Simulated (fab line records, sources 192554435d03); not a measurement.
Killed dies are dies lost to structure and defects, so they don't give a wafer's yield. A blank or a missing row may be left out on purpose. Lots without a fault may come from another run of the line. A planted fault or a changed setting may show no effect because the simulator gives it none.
Chamber matching | flow n5_finfet | N5_BEOL_M3_ETCH_74 on rie_diel-02: 4 sister chambers
The step etches underlayer in N2/H2, target depth 6.5 nm, time 5.2 s. 8 wafers are shown with their chamber, then 7 later ones without.

WAFERS WITH THEIR CHAMBER
wafer  | chamber | drypump_motor_current_A (A) | showerhead_plenum_p_Torr (Torr)
L079.2 | 3       | 6.3                         | 2.56
L082.2 | 0       | 5.5                         | 2.61
L082.4 | 3       | 6.3                         | 2.55
L083.2 | 2       | 5.9                         | 2.41
L083.3 | 0       | 5.5                         | 2.61
L083.4 | 1       | 5.5                         | 2.67
L085.4 | 2       | 5.8                         | 2.41
L085.5 | 1       | 5.5                         | 2.66

WAFERS WITHOUT THEIR CHAMBER
wafer  | drypump_motor_current_A (A) | showerhead_plenum_p_Torr (Torr)
L085.6 | 5.5                         | 2.61
L097.1 | 5.5                         | 2.60
L097.2 | 5.8                         | 2.40
L097.3 | 5.5                         | 2.66
L097.4 | 6.3                         | 2.54
L097.5 | 6.3                         | 2.54
L097.6 | 5.5                         | 2.60

WHICH CHAMBER EACH WENT THROUGH
wafer  | from the rows above | in truth
L085.6 | 0                   | 0
L097.1 | 0                   | 0
L097.2 | 2                   | 2
L097.3 | 1                   | 1
L097.4 | 3                   | 3
L097.5 | 3                   | 3
L097.6 | 0                   | 0
Placed correctly: 7 of 7. Can't be placed from these rows: 0. Placed wrongly: 0.
How it was worked out, from the rows above alone: a wafer's distance from a chamber is the root of the sum, over the readings, of the square of ((its reading less the chamber's mean) divided by the reading's scatter). The wafer belongs to the nearest chamber; if the next one is less than 2 further off, it can't be placed. A chamber's mean is the mean of its shown wafers. The scatter: the root of (the sum of the squares of (reading less its chamber's mean) over the shown wafers, divided by (wafers less chambers)).
